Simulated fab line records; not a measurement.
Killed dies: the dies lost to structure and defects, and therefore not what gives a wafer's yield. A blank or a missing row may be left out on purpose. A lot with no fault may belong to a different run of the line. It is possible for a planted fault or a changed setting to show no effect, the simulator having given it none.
Chamber matching :: flow nand harc :: NHARC_A_M0_DEP_32 on pecvd-03 has 3 sister chambers
The step deposits SiCN, target thk 30 nm. 3 wafers are shown with their chamber, then 8 later ones without.

## WAFERS PAIRED WITH THEIR CHAMBERS
wafer: L871.4
chamber: 2
heater power w (W): 382

wafer: L871.6
chamber: 0
heater power w (W): 529

wafer: L872.1
chamber: 1
heater power w (W): 530

## WAFERS WHOSE CHAMBER IS MISSING
wafer: L872.3
heater power w (W): 396

wafer: L872.5
heater power w (W): 571

wafer: L874.2
heater power w (W): 523

wafer: L874.3
heater power w (W): 516

wafer: L874.5
heater power w (W): 376

wafer: L873.2
heater power w (W): 561

wafer: L873.5
heater power w (W): 389

wafer: L873.6
heater power w (W): 558

## EACH ONE'S CHAMBER
wafer: L872.3
from the rows above: 2
in truth: 2

wafer: L872.5
from the rows above: can't be placed: 1 or 0
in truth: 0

wafer: L874.2
from the rows above: can't be placed: 0 or 1
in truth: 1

wafer: L874.3
from the rows above: can't be placed: 0 or 1
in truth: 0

wafer: L874.5
from the rows above: 2
in truth: 2

wafer: L873.2
from the rows above: can't be placed: 1 or 0
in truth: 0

wafer: L873.5
from the rows above: 2
in truth: 2

wafer: L873.6
from the rows above: can't be placed: 1 or 0
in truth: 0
Correct placement for 3 of the 8. Not placeable from these rows: 5 (in 5, the candidates include the true chamber). Placed wrongly: 0.
How it was worked out, from the rows above alone: a wafer's distance from a chamber is the root of the sum, over the readings, of the square of ((its reading less the chamber's mean) divided by the reading's scatter). If the next closest chamber is less than 2 further off than the closest, the wafer can't be placed; otherwise it belongs to the closest. A chamber's mean is the mean of its shown wafers. The scatter: root of mean squared gap, hidden wafer to nearest shown wafer, with one shown wafer a chamber.
